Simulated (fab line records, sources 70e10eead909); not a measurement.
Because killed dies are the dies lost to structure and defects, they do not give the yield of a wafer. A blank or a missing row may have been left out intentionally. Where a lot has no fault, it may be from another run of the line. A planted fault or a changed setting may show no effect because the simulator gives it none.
fab line records    flow nand_harc    part 1 of 2: steps 1 to 4 of 6
record: lots: 24  wafers: 72  last_day: 26
route steps=1159 shown A_STAIRCASE@594
lots untouched by any fault: they come from a run of this same line in which no faults occurred
start_h: the number of hours between the record's first day and the start of the first shown wafer of the lot    wait_h: hours elapsed since this lot's preceding step    " as in the row above    L1.1+2: several wafers, shown together as one row    - no value, or no start given    * or withheld: withheld    < > ~ a bound
route shown NAME@n: NAME is a module with steps in the file, n the number in the route of the first one    usual: mean/standard deviation of fault-free wafers    same: alike in all rows    chamber/n: place in a boat    sites: each site's reading    _std_site: their standard deviation    _edge_site: inner sites' mean taken away from outer sites' mean    radius_mm: how far each site lies from the wafer's centre    mask NAME#n: copy n    behind: tool/chamber where the wafer was last shaped    hold: why the lot went on hold/how many hours it stayed there/how the hold came to an end    device: which transistor (n, p or np) failed to switch    end of line: the same wafers' tests at the end of the route    a step without rows: its recipe alone    killed: not the wafer's yield, but the dies lost to structure and defects at the first sort    map: the dies of a wafer, with x for killed, . for not killed, _ for no die there
set.NAME: the run value of the setting; set.NAME@STEP: its run value at that earlier step    model.NAME: the simulator's own value behind a step, which no gauge read
the route's steps for a sample of lots (tables are steps, rows are wafers)
services: from which hour (start_h, from the record's first day; less than 0 if before it) a tool's chamber was out of use, for how many hours, and why
== steps ==
step: NHARC_A_STAIRCASE_TRIM_200
recipe: time_s: 211.2  o2_flow_sccm: 500  ar_flow_sccm: 0  bias_w: 0  chemistry: O2
usual: drypump_motor_current_A: 5.8/0.56  oes_product_au: 0.999/0.011  rf_vpp_V: 57.7/0.87  showerhead_plenum_p_Torr: 3.54/0.13  throttle_valve_pct: 17.038/0.0099
lot.wafer  tool         chamber  start_h  wait_h  drypump_motor_current_A  oes_product_au  rf_hours_counter_h  rf_vpp_V  showerhead_plenum_p_Torr  throttle_valve_pct
L075.3     rie_diel-05  0        -        -       6.6                      1.002           26                  57.8      3.38                      17.027
L075.4     "            1        "        "       5.3                      0.996           29                  57.2      3.62                      17.022
L075.6     "            3        "        "       6.7                      0.980           -                   55.1      3.37                      17.043
L076.1     rie_diel-13  1        -        -       6.4                      0.996           55                  57.4      3.56                      17.023
L076.4     "            2        "        "       6.0                      0.988           57                  57.3      3.65                      17.034
L076.2     "            0        "        "       6.1                      0.998           53                  56.2      3.31                      17.037
L077.3     rie_diel-05  1        -        -       5.2                      0.993           31                  58.1      3.62                      17.055
L077.1     "            2        "        "       5.3                      0.995           30                  57.8      3.58                      17.048
L077.2     "            0        "        "       6.5                      1.005           28                  59.4      3.38                      17.029
L074.2     rie_diel-05  0        -        -       6.5                      0.994           32                  56.9      3.38                      17.043
L074.5     "            1        "        "       5.3                      0.991           -                   57.8      3.62                      17.052
L074.6     "            2        "        "       5.3                      1.003           -                   56.5      3.57                      17.027
L079.1     rie_diel-05  1        -        -       5.2                      1.003           38                  58.2      3.62                      17.033
L079.2     "            3        "        "       6.7                      0.994           35                  56.5      3.36                      17.036
L079.4     "            0        "        "       6.6                      1.011           35                  58.1      3.38                      17.024
L078.4     rie_diel-13  1        -        -       6.4                      1.002           64                  58.0      3.56                      17.040
L078.2     "            3        "        "       5.0                      1.000           60                  58.4      3.68                      17.041
L078.6     "            0        "        "       6.1                      0.993           -                   57.4      3.30                      17.026
L080.1     rie_diel-13  0        -        -       6.1                      0.987           3                   57.9      3.30                      17.039
L080.2     "            1        "        "       6.4                      0.996           2                   58.2      3.55                      17.038
L080.4     "            2        "        "       6.0                      0.992           2                   58.1      3.64                      17.029
L082.3     rie_diel-05  2        -        -       5.3                      1.021           44                  59.2      3.57                      17.043
L082.1     "            0        "        "       6.5                      1.010           43                  56.5      3.37                      17.036
L082.2     "            1        "        "       5.2                      1.000           46                  57.1      3.61                      17.032
L081.3     rie_diel-09  0        -        -       5.7                      1.012           10                  58.1      3.68                      17.015
L081.4     "            2        "        "       5.8                      1.008           11                  57.8      3.59                      17.029
L081.6     "            1        "        "       5.8                      1.001           -                   58.6      3.63                      17.042
L084.2     rie_diel-09  3        -        -       4.8                      1.002           11                  57.5      3.57                      17.027
L084.3     "            0        "        "       5.7                      1.005           11                  58.1      3.68                      17.022
L084.5     "            2        "        "       5.8                      1.001           -                   58.4      3.59                      17.035
L083.4     rie_diel-13  2        -        -       5.9                      0.985           3                   57.8      3.64                      17.054
L083.6     "            2        "        "       6.0                      0.982           -                   58.5      3.64                      17.046
L083.5     "            3        "        "       5.0                      1.007           -                   57.8      3.67                      17.033
L088.1     rie_diel-05  2        -        -       5.3                      1.026           54                  57.4      3.56                      17.054
L088.6     "            3        "        "       6.7                      0.998           -                   57.3      3.36                      17.037
L088.5     "            0        "        "       6.5                      1.017           -                   57.4      3.37                      17.012
L085.6     rie_diel-09  1        -        -       5.8                      0.999           -                   58.4      3.63                      17.046
L085.5     "            2        "        "       5.8                      1.004           -                   57.9      3.58                      17.024
L085.4     "            0        "        "       5.7                      1.013           -                   58.0      3.68                      17.031
L086.2     rie_diel-09  2        -        -       5.7                      1.016           22                  58.4      3.58                      17.047
L086.3     "            0        "        "       5.6                      1.013           22                  58.0      3.68                      17.050
L086.5     "            1        "        "       5.8                      0.989           -                   56.4      3.62                      17.048
L087.4     rie_diel-13  3        -        -       5.0                      1.002           15                  58.0      3.67                      17.043
L087.3     "            0        "        "       6.1                      0.991           15                  57.7      3.29                      17.033
L087.5     "            2        "        "       5.9                      0.979           -                   59.0      3.63                      17.044
L090.4     rie_diel-05  1        -        -       5.2                      1.006           62                  58.8      3.61                      17.039
L090.3     "            2        "        "       5.3                      1.026           60                  57.7      3.56                      17.035
L090.5     "            2        "        "       5.3                      1.023           -                   58.5      3.56                      17.035
L089.3     rie_diel-09  1        -        -       5.7                      0.993           29                  58.9      3.62                      17.031
L089.2     "            2        "        "       5.7                      1.008           29                  58.1      3.58                      17.046
L089.5     "            2        "        "       5.8                      1.014           -                   56.5      3.58                      17.041
L091.1     rie_diel-13  3        340.78   -       5.0                      1.004           19                  58.8      3.66                      17.026
L091.2     "            1        "        "       6.5                      1.000           20                  58.0      3.54                      17.027
L091.5     "            3        "        "       5.1                      1.001           -                   57.8      3.66                      17.043
L092.1     rie_diel-13  2        -        -       6.0                      0.981           20                  57.2      3.63                      17.036
L092.6     "            3        "        "       5.0                      1.008           -                   56.1      3.66                      17.039
L092.5     "            0        "        "       6.2                      0.988           -                   56.6      3.29                      17.031
L093.3     rie_diel-13  3        -        -       5.1                      1.009           23                  58.9      3.66                      17.046
L093.1     "            1        "        "       6.4                      1.000           23                  57.6      3.54                      17.051
L093.5     "            3        "        "       5.0                      1.004           -                   56.1      3.66                      17.051
L094.3     rie_diel-05  2        -        -       5.3                      1.003           2                   57.4      3.56                      17.044
L094.4     "            3        "        "       6.6                      1.001           2                   57.4      3.35                      17.025
L094.5     "            1        "        "       5.2                      0.990           -                   58.0      3.60                      17.043
L095.2     rie_diel-13  2        -        -       6.0                      0.978           30                  56.4      3.62                      17.041
L095.1     "            3        "        "       5.0                      1.004           31                  57.3      3.66                      17.026
L095.5     "            2        "        "       6.0                      0.987           -                   59.6      3.62                      17.037
L096.1     rie_diel-09  2        -        -       5.7                      1.003           38                  57.8      3.57                      17.044
L096.2     "            3        "        "       4.8                      0.999           40                  57.3      3.55                      17.046
L096.3     "            1        "        "       5.8                      1.000           47                  57.2      3.61                      17.033
L097.2     rie_diel-05  3        -        -       6.7                      0.995           10                  57.6      3.34                      17.046
L097.3     "            0        "        "       6.6                      1.000           11                  58.4      3.36                      17.044
L097.6     "            2        "        "       5.3                      1.010           -                   57.9      3.55                      17.041
step: NHARC_A_STAIRCASE_TRIM_224
recipe: time_s: 211.2  o2_flow_sccm: 500  ar_flow_sccm: 0  bias_w: 0  chemistry: O2
usual: drypump_motor_current_A: 5.9/0.58  oes_product_au: 1.000/0.011  rf_vpp_V: 57.8/0.92  showerhead_plenum_p_Torr: 3.53/0.12  throttle_valve_pct: 17.037/0.0097
lot.wafer  tool         chamber  start_h  wait_h  drypump_motor_current_A  oes_product_au  rf_hours_counter_h  rf_vpp_V  showerhead_plenum_p_Torr  throttle_valve_pct
L075.3     rie_diel-13  1        -        -       6.4                      0.999           55                  57.8      3.56                      17.029
L075.4     "            3        "        "       5.0                      1.007           49                  59.1      3.68                      17.031
L075.6     "            1        "        "       6.4                      1.001           -                   57.1      3.56                      17.026
L076.1     rie_diel-09  1        -        -       5.8                      0.986           62                  58.0      3.64                      17.046
L076.4     "            2        "        "       5.8                      0.983           63                  59.2      3.60                      17.054
L076.2     "            0        "        "       5.7                      0.994           62                  57.4      3.69                      17.022
L077.3     rie_diel-05  3        -        -       6.6                      0.989           28                  59.9      3.37                      17.055
L077.2     "            0        "        "       6.5                      1.017           29                  57.5      3.38                      17.042
L077.1     "            1        "        "       5.2                      0.993           32                  57.5      3.62                      17.042
L074.2     rie_diel-05  0        -        -       6.5                      1.003           33                  58.6      3.38                      17.027
L074.5     "            3        "        "       6.7                      1.008           -                   57.7      3.37                      17.021
L074.6     "            0        "        "       6.5                      1.008           -                   57.2      3.38                      17.045
L078.2     rie_diel-09  0        -        -       5.7                      1.007           2                   59.4      3.69                      17.042
L078.4     "            2        "        "       5.7                      1.002           2                   57.8      3.59                      17.029
L078.6     "            0        "        "       5.7                      1.010           -                   58.6      3.69                      17.048
L079.4     rie_diel-13  2        -        -       6.0                      0.992           68                  57.2      3.64                      17.034
L079.2     "            3        "        "       5.1                      1.002           60                  59.9      3.68                      17.038
L079.1     "            0        "        "       6.1                      0.992           63                  57.4      3.30                      17.036
L080.4     rie_diel-05  2        -        -       5.3                      1.017           46                  58.1      3.57                      17.032
L080.2     "            3        "        "       6.6                      0.997           44                  56.8      3.36                      17.049
L080.1     "            0        "        "       6.5                      1.014           44                  58.6      3.37                      17.034
L082.1     rie_diel-13  3        -        -       5.0                      1.012           4                   58.1      3.67                      17.024
L082.2     "            0        "        "       6.1                      0.985           4                   56.2      3.30                      17.018
L082.3     "            1        "        "       6.4                      1.004           3                   58.0      3.55                      17.033
L081.3     rie_diel-05  0        -        -       6.5                      1.007           45                  57.0      3.37                      17.048
L081.4     "            3        "        "       6.6                      1.004           45                  57.0      3.36                      17.032
L081.6     "            1        "        "       5.3                      1.002           -                   57.3      3.61                      17.031
L084.3     rie_diel-05  3        -        -       6.6                      1.003           46                  58.7      3.36                      17.045
L084.2     "            0        "        "       6.5                      1.011           46                  58.9      3.37                      17.041
L084.5     "            0        "        "       6.5                      1.005           -                   58.2      3.37                      17.054
L083.4     rie_diel-05  2        -        -       5.3                      1.010           48                  58.4      3.57                      17.038
L083.6     "            1        "        "       5.2                      0.998           -                   56.7      3.61                      17.043
L083.5     "            2        "        "       5.3                      1.012           -                   58.5      3.57                      17.037
L088.1     rie_diel-09  1        -        -       5.8                      1.004           21                  58.7      3.63                      17.042
L088.6     "            2        "        "       5.7                      1.006           -                   57.7      3.58                      17.020
L088.5     "            0        "        "       5.7                      0.998           -                   58.4      3.68                      17.032
L085.4     rie_diel-13  3        -        -       5.0                      1.009           11                  59.3      3.67                      17.013
L085.5     "            1        "        "       6.4                      1.000           -                   59.2      3.55                      17.031
L085.6     "            2        "        "       6.0                      0.985           -                   57.5      3.63                      17.042
L086.2     rie_diel-13  2        -        -       6.0                      0.985           13                  59.7      3.63                      17.058
L086.3     "            0        "        "       6.1                      0.990           13                  55.9      3.29                      17.038
L086.5     "            1        "        "       6.4                      1.005           -                   57.7      3.55                      17.032
L087.3     rie_diel-05  3        -        -       6.6                      0.999           58                  57.3      3.35                      17.039
L087.4     "            1        "        "       5.3                      0.994           60                  58.2      3.61                      17.038
L087.5     "            2        "        "       5.3                      1.025           -                   57.9      3.56                      17.032
L090.3     rie_diel-05  2        -        -       5.3                      1.027           61                  57.9      3.56                      17.040
L090.4     "            3        "        "       6.7                      1.005           60                  58.0      3.35                      17.039
L090.5     "            2        "        "       5.3                      1.022           -                   57.8      3.56                      17.038
L089.3     rie_diel-05  3        -        -       6.7                      1.001           61                  56.5      3.35                      17.040
L089.2     "            1        "        "       5.2                      0.994           63                  57.7      3.60                      17.021
L089.5     "            0        "        "       6.5                      1.003           -                   57.9      3.36                      17.038
L091.1     rie_diel-09  3        -        -       4.8                      0.989           26                  58.7      3.56                      17.041
L091.2     "            0        "        "       5.7                      1.007           32                  57.8      3.67                      17.047
L091.5     "            3        "        "       4.8                      0.991           -                   58.5      3.56                      17.048
L092.1     rie_diel-09  0        -        -       5.7                      0.993           32                  56.7      3.67                      17.051
L092.6     "            1        "        "       5.8                      0.996           -                   58.1      3.62                      17.047
L092.5     "            2        "        "       5.7                      1.009           -                   58.4      3.58                      17.024
L093.3     rie_diel-09  1        -        -       5.8                      0.989           35                  59.6      3.62                      17.009
L093.1     "            0        "        "       5.7                      1.010           34                  57.1      3.67                      17.028
L093.5     "            2        "        "       5.7                      0.994           -                   56.3      3.58                      17.041
L094.4     rie_diel-05  2        -        -       5.3                      1.007           3                   58.5      3.56                      17.047
L094.3     "            1        "        "       5.2                      0.986           4                   57.7      3.60                      17.051
L094.5     "            3        "        "       6.6                      0.992           -                   57.8      3.35                      17.049
L095.2     rie_diel-13  2        -        -       5.9                      0.994           31                  58.2      3.62                      17.057
L095.1     "            3        "        "       5.1                      1.004           32                  57.5      3.66                      17.045
L095.5     "            2        "        "       6.0                      0.984           -                   58.7      3.62                      17.026
L096.2     rie_diel-05  2        -        -       5.3                      1.012           9                   58.4      3.55                      17.048
L096.1     "            0        "        "       6.5                      0.989           9                   57.3      3.36                      17.036
L096.3     "            1        "        "       5.3                      0.987           9                   57.0      3.60                      17.032
L097.3     rie_diel-05  1        -        -       5.2                      0.996           12                  57.3      3.60                      17.032
L097.2     "            0        "        "       6.5                      0.997           13                  56.7      3.36                      17.049
L097.6     "            1        "        "       5.2                      0.993           -                   58.4      3.60                      17.048
step: NHARC_A_STAIRCASE_ETCH_232
recipe: target_depth_a: 1000  time_s: 40.5  ion_energy_ev: 400  c4f8_flow_sccm: 20  o2_flow_sccm: 10  ar_flow_sccm: withheld  rf_w: 600  bias_w: 1000  chemistry: C4F8/O2
usual: oes_product_au: 0.940/0.014  rf_vpp_V: 895/4.7
lot.wafer  tool         chamber  start_h  wait_h  oes_product_au  rf_hours_counter_h  rf_vpp_V
L075.3     rie_diel-05  1        -        -       0.955           31                  900
L075.4     "            3        "        "       0.957           27                  890
L075.6     "            0        "        "       0.968           -                   891
L076.4     rie_diel-09  2        -        -       0.933           64                  898
L076.1     "            3        "        "       0.943           61                  898
L076.2     "            0        "        "       0.947           63                  901
L077.3     rie_diel-05  0        -        -       0.929           30                  892
L077.2     "            1        "        "       0.931           33                  898
L077.1     "            2        "        "       0.947           32                  898
L074.2     rie_diel-05  1        -        -       0.938           37                  899
L074.6     "            3        "        "       0.938           -                   889
L074.5     "            0        "        "       0.944           -                   889
L079.2     rie_diel-13  2        -        -       0.925           69                  901
L079.4     "            3        "        "       0.956           61                  900
L079.1     "            1        "        "       0.940           65                  897
L078.2     rie_diel-05  1        -        -       0.922           39                  898
L078.4     "            2        "        "       0.953           38                  898
L078.6     "            1        "        "       0.927           -                   899
L080.2     rie_diel-05  2        -        -       0.973           46                  895
L080.1     "            3        "        "       0.952           44                  892
L080.4     "            1        "        "       0.942           47                  899
L082.3     rie_diel-05  1        -        -       0.946           47                  900
L082.2     "            2        "        "       0.960           46                  899
L082.1     "            3        "        "       0.936           45                  890
L081.4     rie_diel-05  1        -        -       0.955           48                  899
L081.3     "            3        "        "       0.936           46                  889
L081.6     "            1        "        "       0.950           -                   899
L084.3     rie_diel-09  3        -        -       0.935           13                  897
L084.2     "            1        "        "       0.928           15                  899
L084.5     "            3        "        "       0.929           -                   897
L083.4     rie_diel-13  1        -        -       0.929           4                   896
L083.5     "            0        "        "       0.932           -                   887
L083.6     "            1        "        "       0.921           -                   895
L088.1     rie_diel-05  2        -        -       0.964           55                  898
L088.5     "            3        "        "       0.937           -                   889
L088.6     "            0        "        "       0.945           -                   889
L085.4     rie_diel-05  1        -        -       0.932           57                  898
L085.5     "            1        "        "       0.939           -                   900
L085.6     "            2        "        "       0.966           -                   896
L086.3     rie_diel-13  3        -        -       0.957           14                  901
L086.2     "            1        "        "       0.940           14                  896
L086.5     "            3        "        "       0.959           -                   901
L087.4     rie_diel-09  3        -        -       0.928           21                  898
L087.3     "            0        "        "       0.945           27                  901
L087.5     "            3        "        "       0.918           -                   897
L090.3     rie_diel-09  0        -        -       0.948           29                  901
L090.4     "            2        "        "       0.952           30                  898
L090.5     "            0        "        "       0.953           -                   901
L089.3     rie_diel-05  2        -        -       0.961           62                  898
L089.2     "            0        "        "       0.930           62                  890
L089.5     "            2        "        "       0.958           -                   896
L091.1     rie_diel-13  3        -        -       0.935           22                  901
L091.2     "            1        "        "       0.929           22                  898
L091.5     "            0        "        "       0.917           -                   887
L092.1     rie_diel-13  0        -        -       0.924           21                  886
L092.6     "            2        "        "       0.920           -                   899
L092.5     "            3        "        "       0.936           -                   901
L093.1     rie_diel-05  1        -        -       0.943           0                   900
L093.3     "            2        "        "       0.961           0                   897
L093.5     "            1        "        "       0.941           -                   898
L094.4     rie_diel-05  0        -        -       0.926           4                   889
L094.3     "            1        "        "       0.925           5                   899
L094.5     "            3        "        "       0.914           -                   890
L095.2     rie_diel-13  3        -        -       0.960           32                  899
L095.1     "            0        "        "       0.948           30                  887
L095.5     "            2        "        "       0.926           -                   899
L096.1     rie_diel-05  0        -        -       0.927           9                   890
L096.2     "            1        "        "       0.915           10                  900
L096.3     "            2        "        "       0.933           9                   898
L097.2     rie_diel-05  3        -        -       0.925           13                  889
L097.3     "            0        "        "       0.947           13                  891
L097.6     "            3        "        "       0.942           -                   890
step: NHARC_A_STAIRCASE_ETCH_236
recipe: target_depth_a: 1000  time_s: 40.5  ion_energy_ev: 400  c4f8_flow_sccm: 20  o2_flow_sccm: 10  ar_flow_sccm: withheld  rf_w: 600  bias_w: 1000  chemistry: C4F8/O2
usual: oes_product_au: 0.942/0.013  rf_vpp_V: 895/4.7
lot.wafer  tool         chamber  start_h  wait_h  oes_product_au  rf_hours_counter_h  rf_vpp_V
L075.3     rie_diel-05  2        -        -       0.965           30                  898
L075.4     "            0        "        "       0.939           27                  890
L075.6     "            2        "        "       0.972           -                   899
L076.2     rie_diel-09  1        -        -       0.923           63                  901
L076.4     "            2        "        "       0.924           64                  899
L076.1     "            3        "        "       0.950           62                  897
L077.1     rie_diel-05  2        -        -       0.941           33                  897
L077.3     "            3        "        "       0.921           30                  889
L077.2     "            1        "        "       0.934           34                  900
L074.2     rie_diel-05  0        -        -       0.954           35                  891
L074.6     "            1        "        "       0.942           -                   899
L074.5     "            2        "        "       0.962           -                   897
L079.2     rie_diel-13  0        -        -       0.931           63                  888
L079.4     "            2        "        "       0.944           69                  901
L079.1     "            3        "        "       0.949           61                  902
L078.4     rie_diel-05  0        -        -       0.938           36                  890
L078.2     "            3        "        "       0.945           36                  890
L078.6     "            0        "        "       0.939           -                   890
L080.2     rie_diel-05  0        -        -       0.937           45                  891
L080.1     "            1        "        "       0.932           47                  900
L080.4     "            2        "        "       0.951           46                  899
L082.3     rie_diel-05  0        -        -       0.940           46                  891
L082.1     "            2        "        "       0.956           47                  898
L082.2     "            3        "        "       0.939           45                  891
L081.4     rie_diel-05  2        -        -       0.961           48                  898
L081.3     "            3        "        "       0.937           46                  891
L081.6     "            1        "        "       0.946           -                   899
L084.3     rie_diel-09  0        -        -       0.944           14                  901
L084.2     "            2        "        "       0.951           15                  897
L084.5     "            0        "        "       0.950           -                   901
L083.4     rie_diel-13  3        -        -       0.965           5                   901
L083.6     "            2        "        "       0.937           -                   900
L083.5     "            3        "        "       0.969           -                   900
L088.1     rie_diel-05  3        -        -       0.939           54                  889
L088.5     "            0        "        "       0.943           -                   891
L088.6     "            1        "        "       0.954           -                   898
L085.4     rie_diel-05  3        -        -       0.951           54                  890
L085.6     "            0        "        "       0.961           -                   890
L085.5     "            1        "        "       0.958           -                   898
L086.3     rie_diel-13  2        -        -       0.920           15                  900
L086.2     "            0        "        "       0.929           14                  886
L086.5     "            2        "        "       0.914           -                   900
L087.4     rie_diel-09  0        -        -       0.943           27                  903
L087.3     "            2        "        "       0.949           29                  898
L087.5     "            0        "        "       0.940           -                   903
L090.4     rie_diel-09  3        -        -       0.954           23                  896
L090.3     "            1        "        "       0.929           30                  899
L090.5     "            2        "        "       0.950           -                   897
L089.2     rie_diel-05  2        -        -       0.985           62                  896
L089.3     "            1        "        "       0.945           64                  898
L089.5     "            2        "        "       0.966           -                   897
L091.1     rie_diel-13  2        -        -       0.929           23                  898
L091.2     "            0        "        "       0.931           21                  886
L091.5     "            2        "        "       0.922           -                   898
L092.1     rie_diel-13  2        -        -       0.920           24                  900
L092.6     "            0        "        "       0.921           -                   887
L092.5     "            1        "        "       0.932           -                   896
L093.3     rie_diel-05  0        -        -       0.949           0                   890
L093.1     "            2        "        "       0.966           0                   896
L093.5     "            3        "        "       0.938           -                   891
L094.3     rie_diel-05  1        -        -       0.941           5                   898
L094.4     "            3        "        "       0.935           5                   889
L094.5     "            0        "        "       0.955           -                   889
L095.2     rie_diel-13  0        -        -       0.927           30                  887
L095.1     "            1        "        "       0.940           30                  897
L095.5     "            0        "        "       0.936           -                   888
L096.2     rie_diel-05  0        -        -       0.935           10                  891
L096.1     "            2        "        "       0.943           9                   896
L096.3     "            3        "        "       0.926           9                   889
L097.3     rie_diel-05  3        -        -       0.927           13                  888
L097.2     "            0        "        "       0.922           14                  890
L097.6     "            1        "        "       0.928           -                   898
